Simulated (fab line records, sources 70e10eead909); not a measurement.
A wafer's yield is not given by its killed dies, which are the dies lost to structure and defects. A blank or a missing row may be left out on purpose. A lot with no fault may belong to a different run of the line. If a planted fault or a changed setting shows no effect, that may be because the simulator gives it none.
Matching of chambers + flow nandHarc + rieDiel-05 running NHARC_A_SGD_CUT_DESCUM_14: 4 sister chambers
The step chemistry O2, time 3 s. 8 wafers are shown with their chamber, then 11 later ones without.

## WAFERS PAIRED WITH THEIR CHAMBERS
| wafer  | chamber | drypumpMotorCurrentA (A) | oesProductAu (a.u.) |
|--------|---------|--------------------------|---------------------|
| L086.1 | 1       | 5.2                      | 0.996               |
| L086.2 | 2       | 5.6                      | 0.992               |
| L086.5 | 3       | 6.2                      | 1.002               |
| L086.6 | 0       | 5.3                      | 1.009               |
| L089.1 | 3       | 6.2                      | 1.007               |
| L089.2 | 1       | 5.1                      | 0.989               |
| L089.3 | 0       | 5.3                      | 0.996               |
| L089.4 | 2       | 5.6                      | 0.990               |

## WAFERS WITHOUT THEIR CHAMBER
| wafer  | drypumpMotorCurrentA (A) | oesProductAu (a.u.) |
|--------|--------------------------|---------------------|
| L089.5 | 5.3                      | 0.997               |
| L089.6 | 6.2                      | 1.004               |
| L092.2 | 5.3                      | 0.986               |
| L092.4 | 5.2                      | 0.995               |
| L092.6 | 5.3                      | 0.989               |
| L094.1 | 6.3                      | 1.009               |
| L094.4 | 5.1                      | 0.993               |
| L094.5 | 5.2                      | 0.991               |
| L096.2 | 5.2                      | 0.993               |
| L096.4 | 5.6                      | 0.996               |
| L096.6 | 5.6                      | 0.993               |

## EACH ONE'S CHAMBER
| wafer  | from the rows above     | in truth |
|--------|-------------------------|----------|
| L089.5 | 0                       | 0        |
| L089.6 | 3                       | 3        |
| L092.2 | can't be placed: 0 or 1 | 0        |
| L092.4 | can't be placed: 1 or 0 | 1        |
| L092.6 | can't be placed: 0 or 1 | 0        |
| L094.1 | 3                       | 3        |
| L094.4 | 1                       | 1        |
| L094.5 | 1                       | 1        |
| L096.2 | can't be placed: 1 or 0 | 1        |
| L096.4 | 2                       | 2        |
| L096.6 | 2                       | 2        |
Placed correctly: 7 of 11. Not placeable from these rows: 4 (in 4, the candidates include the true chamber). Wrongly placed: 0.
How it was worked out, from the rows above alone: a wafer's distance from a chamber is the root of the sum, over the readings, of the square of ((its reading less the chamber's mean) divided by the reading's scatter). The wafer belongs to the nearest chamber; if the next one is less than 2 further off, it can't be placed. The mean given for a chamber averages the wafers shown for that chamber. How the scatter is found: for the shown wafers, subtract from each reading the mean of its chamber, square and add these, divide the total by (wafers less chambers), then take the root.
